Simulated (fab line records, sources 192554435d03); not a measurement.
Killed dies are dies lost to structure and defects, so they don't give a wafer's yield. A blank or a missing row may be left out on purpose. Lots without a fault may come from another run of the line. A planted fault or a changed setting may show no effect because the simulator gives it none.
A struck lot beside a sound one | flow n5_finfet | 37 steps out of a route of 1938
Sound: wafers L396.1, L396.2, L396.3. Struck: wafers L386.3, L386.4, L386.5. The cause comes at the end.
At each step with rows: each side's tool, then ch and its chambers, then its first start. Under that, the readings that differ: sound wafers | struck wafers | difference of the means | sigmas: that difference in standard deviations of wafers without a fault.
alike: readings whose means differ by less than 2 such deviations, and words and numbers that are the same on both sides. not compared: withheld readings, readings that some wafer has no value for, bounds like >300 that may hide the same value, and numbers for which the record gives no deviation and whose values overlap.
The two part at a step that has a row with sigmas, a row that says differs or no value, or rows on one side only. Numbers that don't overlap but have no deviation are shown without sigmas and don't part them. A reading that every wafer of one side lacks parts them only if that side has two wafers or more.

first, 9 steps without rows for these wafers: N5_WELL_APT_COAT_02 (resist thk 950 nm); N5_WELL_APT_EBR_04; N5_WELL_APT_SOFTBAKE_03 (time 60 s); N5_WELL_APT_EXPOSE_05 (exposes mask NWELL, defocus 0 nm, target cd 200 nm); N5_WELL_APT_PEB_06 (peb time 90 s); N5_WELL_APT_DEVELOP_07 (develop time 45 s); N5_WELL_APT_HARDBAKE_12 (time 120 s); N5_WELL_APT_DESCUM_13 (chemistry O2, time 7.9 s); N5_WELL_APT_IMPLANT_14.
N5_WELL_APT_IMPLANT_15:
  sound on implanter-02 ch 0, day 7 08:05; struck on implanter-01 ch 0, day 4 20:11
  reading            | sound                            | struck                         | difference  | sigmas
  dose_ions_cm2      | 1.5004e+13 1.4985e+13 1.4999e+13 | 2.1196e+13 2.12e+13 2.1199e+13 | +6.2023e+12 | +99 or more
  faraday_current_uA | 187 186 189                      | 273 273 261                    | +82         | +21
  alike: rotation_deg
then, 25 steps without rows for these wafers: N5_WELL_APT_STRIP_16 (strips in SPM, time 900 s); N5_WELL_APT_HMDS_18 (time 60 s); N5_WELL_APT_COAT_19 (resist thk 950 nm); N5_WELL_APT_EBR_21; N5_WELL_APT_SOFTBAKE_20 (time 60 s); N5_WELL_APT_EXPOSE_22 (exposes mask PWELL, defocus 0 nm, target cd 200 nm); N5_WELL_APT_PEB_23 (peb time 90 s); N5_WELL_APT_DEVELOP_24 (develop time 45 s); N5_WELL_APT_HARDBAKE_29 (time 120 s); N5_WELL_APT_DESCUM_30 (chemistry O2, time 7.9 s); N5_WELL_APT_IMPLANT_31; N5_WELL_APT_IMPLANT_32; N5_WELL_APT_STRIP_33 (strips in SPM, time 900 s); N5_WELL_APT_RTA_34 (time 10 s); N5_WELL_APT_OXIDE_STRIP_42 (strips SiO2 in dHF, time 45 s, target depth 12 nm); N5_WELL_APT_PRECLEAN_36 (cleans in O3/DIW, time 45 s); N5_WELL_APT_PRECLEAN_39 (cleans in dHF, time 60 s); N5_WELL_APT_SRD_37 (time 30 s); N5_WELL_APT_EPI_41 (deposits Si from SiH4/H2, target thk 50 nm, time 297.7 s); N5_PMOS_HMC_CHANNEL_EPI_HM_DEP_34 (deposits SiO2 from TEOS/O2, target thk 36 nm, time 6.9 s); N5_PMOS_HMC_CHANNEL_EPI_COAT_31 (time 60 s, resist thk 66 nm); N5_PMOS_HMC_CHANNEL_EPI_COAT_03 (resist thk 205 nm); N5_PMOS_HMC_CHANNEL_EPI_EBR_05; N5_PMOS_HMC_CHANNEL_EPI_SOFTBAKE_04 (time 60 s); N5_PMOS_HMC_CHANNEL_EPI_EXPOSE_06 (exposes mask PMOS HMC BLK, target cd 240 nm).
-- the record jumps here: 7 days lie between the struck wafers' starts before and after (it left off in module PMOS_HMC_CHANNEL_EPI and takes up again in module BEOL_M4, whose first step shown is number 1111 of the route) --
N5_BEOL_M4_RC_MEAS_101:
  sound on prober-01 ch 0, day 13 23:52; struck on prober-02 ch 0, day 11 09:58
  reading | sound          | struck         | difference | sigmas
  CJ_P    | 5.93 5.45 5.72 | 6.85 6.88 6.43 | +1.02      | +4
  alike: DIBL_N, DIBL_P, IOFF_N, IOFF_P, IOFF_P_LONG, ION_N, ION_P, SS_N, SS_P, VT_N, VT_P
-- the record jumps here: 4 days lie between the struck wafers' starts before and after (it left off in module BEOL_M4 and takes up again in module PASSIVATION, whose first step shown is number 1936 of the route) --
N5_PASSIVATION_PROBE_49:
  sound on prober-02, day 18 14:28; struck on prober-02, day 15 15:29
  reading                  | sound          | struck         | difference | sigmas
  defect_limited_yield (%) | 94.8 94.3 93.0 | 90.5 92.1 90.0 | -3.2       | -2
  killed_dies              | 61 67 83       | 112 93 118     | +37        | +2
  sort_bin_5_function (%)  | 2.5 3.2 4.1    | 6.0 5.1 5.7    | +2.3       | +3
  sort_n_pass              | 1119 1113 1097 | 1068 1087 1062 | -37        | -2
  sort_yield_pct (%)       | 94.8 94.3 93.0 | 90.5 92.1 90.0 | -3.2       | -2
  alike: killed_at_M0_to_M3, killed_at_M4_up, killed_at_contacts, killed_at_front_end, killed_at_other, killed_open, killed_short, sort_bin_6_memory

WHERE THEY PART
First at N5_WELL_APT_IMPLANT_15; last, within this record, at N5_PASSIVATION_PROBE_49.

WHY: what the simulator had put in
Process parameter drift: implanter-01, from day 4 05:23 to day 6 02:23, at N5_WELL_APT_IMPLANT_15. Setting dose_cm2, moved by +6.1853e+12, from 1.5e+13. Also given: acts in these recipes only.
